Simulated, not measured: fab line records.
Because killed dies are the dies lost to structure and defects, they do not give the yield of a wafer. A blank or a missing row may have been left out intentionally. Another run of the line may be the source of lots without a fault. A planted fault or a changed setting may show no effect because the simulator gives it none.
Matching of chambers :: flow n5-finfet :: cmp-02 running N5_GATE_CUT_CMP_43: 4 sister chambers
The step polishes SiO2. 4 wafers are shown with their chamber, then 7 later ones without.

## WAFERS, EACH WITH ITS CHAMBER
wafer: L078.5
chamber: 3
motor-current-A (A): 12.7

wafer: L086.5
chamber: 1
motor-current-A (A): 12.4

wafer: L091.1
chamber: 2
motor-current-A (A): 11.1

wafer: L091.3
chamber: 0
motor-current-A (A): 13.2

## WAFERS MISSING THEIR CHAMBER
wafer: L091.6
motor-current-A (A): 11.6

wafer: L093.2
motor-current-A (A): 13.4

wafer: L093.4
motor-current-A (A): 12.3

wafer: L093.6
motor-current-A (A): 12.2

wafer: L096.1
motor-current-A (A): 12.8

wafer: L096.2
motor-current-A (A): 10.6

wafer: L096.6
motor-current-A (A): 10.4

## CHAMBER TAKEN BY EACH
wafer: L091.6
from the rows above: can't be placed: 2 or 1 or 3
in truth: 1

wafer: L093.2
from the rows above: can't be placed: 0 or 3
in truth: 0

wafer: L093.4
from the rows above: can't be placed: 1 or 3
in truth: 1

wafer: L093.6
from the rows above: can't be placed: 1 or 3
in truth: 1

wafer: L096.1
from the rows above: can't be placed: 3 or 0 or 1
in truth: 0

wafer: L096.2
from the rows above: 2
in truth: 2

wafer: L096.6
from the rows above: 2
in truth: 2
Correctly placed: 2 of 7. From these rows, 5 cannot be placed; in 5 the true chamber is one of the candidates. Placed wrongly: 0.
How it was worked out, from the rows above alone: a wafer's distance from a chamber is the root of the sum, over the readings, of the square of ((its reading less the chamber's mean) divided by the reading's scatter). If the next closest chamber is less than 2 further off than the closest, the wafer can't be placed; otherwise it belongs to the closest. Each chamber's mean is taken over the wafers shown for it. The scatter: root of mean squared gap, hidden wafer to nearest shown wafer, with one shown wafer a chamber.
